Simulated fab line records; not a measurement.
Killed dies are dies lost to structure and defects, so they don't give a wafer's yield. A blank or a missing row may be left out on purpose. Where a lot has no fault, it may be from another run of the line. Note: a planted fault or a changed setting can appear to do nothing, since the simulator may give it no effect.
Which tool is to blame? | flow n5_finfet | Sampling: 11 lots, 32 wafers, 4 of 1938 route steps

WHAT THE GAUGES SHOWED, per wafer
N5_PASSIVATION_CD_MEAS_44: target cd 40000 nm. Usual: cd_nm at 39999 nm, with a standard deviation of 3.1.
lot  | measured     | on        | cd_nm (nm)        | flag
L183 | day 12 02:56 | cd_sem-01 | 40003 40001 40002 |
L185 | day 12 08:31 | cd_sem-03 | 40001 39996 39998 |
L191 | day 14 20:13 | cd_sem-03 | 40003 40003 39996 |
L193 | day 15 07:09 | cd_sem-02 | 39998 40003 39998 |
L196 | day 15 15:16 | cd_sem-01 | 39993 40000       |
L197 | day 15 19:02 | cd_sem-01 | 39994 40000 39997 |
L198 | day 16 22:29 | cd_sem-02 | 39994 39995 39993 |
L199 | day 16 18:46 | cd_sem-02 | 40002 40003 40002 |
L202 | day 17 16:48 | cd_sem-03 | 40000 39998 40000 |
L203 | day 17 17:35 | cd_sem-02 | 40006 39998 39999 |
L206 | day 17 22:52 | cd_sem-02 | 40001 39996 39996 |

EACH LOT AND THE TOOL THAT RAN IT (in order: tool; ch and the chambers of the sampled wafers; start)
lot  | N5_BEOL_M4_ETCH_77                 | N5_MIM_TOP_LITHO_DESCUM_10         | N5_MIM_BOT_ETCH_ETCH_03
L183 | rie_diel-03 ch 0,2,3, day 7 15:01  | rie_diel-03 ch 0,2, day 11 21:01   | rie_metal-01 ch 0,1, day 11 22:05
L185 | rie_diel-04 ch 1,2,3, day 7 23:54  | rie_diel-06 ch 0,1,2, day 12 01:17 | rie_metal-02 ch 0,1, day 12 02:11
L191 | rie_diel-04 ch 2,3, day 9 22:07    | rie_diel-06 ch 1,3, day 14 11:34   | rie_metal-03 ch 0,1, day 14 12:40
L193 | rie_diel-04 ch 1,2, day 10 09:47   | rie_diel-06 ch 2,3, day 15 00:28   | rie_metal-01 ch 0,1, day 15 01:40
L196 | rie_diel-06 ch 0,2, day 10 14:49   | rie_diel-04 ch 2,3, day 15 05:53   | rie_metal-01 ch 0, day 15 06:57
L197 | rie_diel-06 ch 1,2,3, day 10 22:53 | rie_diel-04 ch 2,3, day 15 10:08   | rie_metal-03 ch 0,1, day 15 12:08
L198 | rie_diel-03 ch 2,3, day 11 07:47   | rie_diel-04 ch 1,2,3, day 16 15:32 | rie_metal-01 ch 0,1, day 16 16:33
L199 | rie_diel-06 ch 0,1,3, day 11 18:43 | rie_diel-04 ch 1,2,3, day 16 08:38 | rie_metal-01 ch 0,1, day 16 09:32
L202 | rie_diel-06 ch 1,3, day 13 04:14   | rie_diel-04 ch 0,3, day 17 07:19   | rie_metal-02 ch 0,1, day 17 08:13
L203 | rie_diel-03 ch 1,3, day 13 04:20   | rie_diel-04 ch 0,1,3, day 17 11:02 | rie_metal-01 ch 0,1, day 17 12:05
L206 | rie_diel-06 ch 1,3, day 13 05:01   | rie_diel-03 ch 1,2, day 17 14:37   | rie_metal-01 ch 0, day 17 15:31
- N5_BEOL_M4_ETCH_77: etches underlayer in N2/H2, target depth 6.5 nm, time 5.2 s.
- N5_MIM_TOP_LITHO_DESCUM_10: chemistry O2, time 7.9 s.
- N5_MIM_BOT_ETCH_ETCH_03: etches the open film in Cl2/BCl3, target depth 12 nm.

WHAT THE TOOLS THEMSELVES READ (means of the sampled wafers that have a number; where no wafer has one, the mark that the record gives instead)
N5_BEOL_M4_ETCH_77. Usual: drypump_motor_current_A 5.7 A, standard deviation 0.66; etch_rf_on_time_s 5.19 s, standard deviation 0.12; oes_product_au 0.70 a.u., standard deviation 0.069; rf_vpp_V 522.7 V, standard deviation 2.7; showerhead_plenum_p_Torr 2.50 Torr, standard deviation 0.08; throttle_valve_pct 17.88 %, standard deviation 0.23.
lot  | tool        | drypump_motor_current_A (A) | etch_rf_on_time_s (s) | oes_product_au (a.u.) | rf_vpp_V (V) | showerhead_plenum_p_Torr (Torr) | throttle_valve_pct (%) | flag
L183 | rie_diel-03 | 5.5                         | 5.12                  | 0.78                  | 525.9        | 2.60                            | 17.63                  |
L185 | rie_diel-04 | 5.9                         | 5.09                  | 0.70                  | 522.3        | 2.49                            | 17.89                  |
L191 | rie_diel-04 | 5.8                         | 5.16                  | 0.67                  | 521.2        | 2.47                            | 18.02                  |
L193 | rie_diel-04 | 5.9                         | 5.14                  | 0.63                  | 522.0        | 2.50                            | 17.98                  |
L196 | rie_diel-06 | 5.3                         | 5.37                  | 0.65                  | 520.8        | 2.44                            | 18.09                  |
L197 | rie_diel-06 | 5.7                         | 5.27                  | 0.67                  | 521.3        | 2.45                            | 17.99                  |
L198 | rie_diel-03 | 5.9                         | 5.06                  | 0.73                  | 524.0        | 2.62                            | 17.55                  |
L199 | rie_diel-06 | 5.6                         | 5.32                  | 0.70                  | 521.7        | 2.47                            | 17.90                  |
L202 | rie_diel-06 | 5.5                         | 5.26                  | 0.69                  | 521.9        | 2.46                            | 17.91                  |
L203 | rie_diel-03 | 6.6                         | 5.14                  | 0.78                  | 527.3        | 2.71                            | 17.81                  |
L206 | rie_diel-06 | 5.5                         | 5.26                  | 0.69                  | 520.6        | 2.46                            | 17.91                  |

N5_MIM_TOP_LITHO_DESCUM_10. Usual: drypump_motor_current_A 5.7 A, standard deviation 0.56; oes_product_au 0.81 a.u., standard deviation 0.069; rf_vpp_V 242.6 V, standard deviation 1.5; showerhead_plenum_p_Torr 2.06 Torr, standard deviation 0.074; throttle_valve_pct 20.42 %, standard deviation 0.21.
lot  | tool        | drypump_motor_current_A (A) | oes_product_au (a.u.) | rf_vpp_V (V) | showerhead_plenum_p_Torr (Torr) | throttle_valve_pct (%) | flag
L183 | rie_diel-03 | 4.9                         | 0.85                  | 242.8        | 2.08                            | 20.34                  |
L185 | rie_diel-06 | 5.1                         | 0.77                  | 241.2        | 1.99                            | 20.46                  |
L191 | rie_diel-06 | 5.5                         | 0.80                  | 241.2        | 2.01                            | 20.48                  |
L193 | rie_diel-06 | 5.8                         | 0.88                  | 244.7        | 2.16                            | 20.38                  |
L196 | rie_diel-04 | 5.8                         | 0.83                  | 243.2        | 2.04                            | 20.50                  |
L197 | rie_diel-04 | 5.8                         | 0.86                  | 242.3        | 2.03                            | 20.39                  |
L198 | rie_diel-04 | 5.9                         | 0.81                  | 242.0        | 2.03                            | 20.50                  |
L199 | rie_diel-04 | 5.9                         | 0.81                  | 242.0        | 2.04                            | 20.49                  |
L202 | rie_diel-04 | 5.6                         | 0.72                  | 241.7        | 1.99                            | 20.60                  |
L203 | rie_diel-04 | 5.8                         | 0.74                  | 241.4        | 2.01                            | 20.61                  |
L206 | rie_diel-03 | 5.4                         | 0.82                  | 243.0        | 2.09                            | 20.26                  |

N5_MIM_BOT_ETCH_ETCH_03. Usual: drypump_motor_current_A 6.0 A, standard deviation 0.35; oes_product_au 0.81 a.u., standard deviation 0.071; throttle_valve_pct 27.5 %, standard deviation 0.38.
lot  | tool         | drypump_motor_current_A (A) | oes_product_au (a.u.) | throttle_valve_pct (%) | flag
L183 | rie_metal-01 | 5.8                         | 0.88                  | 27.3                   |
L185 | rie_metal-02 | 6.4                         | 0.76                  | 27.5                   |
L191 | rie_metal-03 | 5.5                         | 0.77                  | 27.5                   |
L193 | rie_metal-01 | 5.8                         | 0.85                  | 27.4                   |
L196 | rie_metal-01 | 5.7                         | 0.86                  | 27.0                   |
L197 | rie_metal-03 | 5.6                         | 0.77                  | 27.5                   |
L198 | rie_metal-01 | 5.8                         | 0.83                  | 27.4                   |
L199 | rie_metal-01 | 6.0                         | 0.82                  | 27.7                   |
L202 | rie_metal-02 | 6.4                         | 0.72                  | 27.5                   |
L203 | rie_metal-01 | 6.0                         | 0.82                  | 27.7                   |
L206 | rie_metal-01 | 5.7                         | 0.84                  | 27.0                   |

THE ANSWER, worked out from the rows above alone
Rule: lot off if the mean of its wafers having a number is beyond 3 standard deviations from the usual mean. A lot without any number at a reading at which 4 lots or more have one is off too. Where the step has rows for the other lots, those lots are counted as sound. After the gauges, taken in route order, come the tools' own readings; for these a lot's mean is taken, as printed above. At the first step where some lot is off, the reading lying furthest off is the one used; lots without a number count as furthest.
None of the lots is off at any reading shown; this tells nothing.

WHAT THE SIMULATOR HAD INSERTED
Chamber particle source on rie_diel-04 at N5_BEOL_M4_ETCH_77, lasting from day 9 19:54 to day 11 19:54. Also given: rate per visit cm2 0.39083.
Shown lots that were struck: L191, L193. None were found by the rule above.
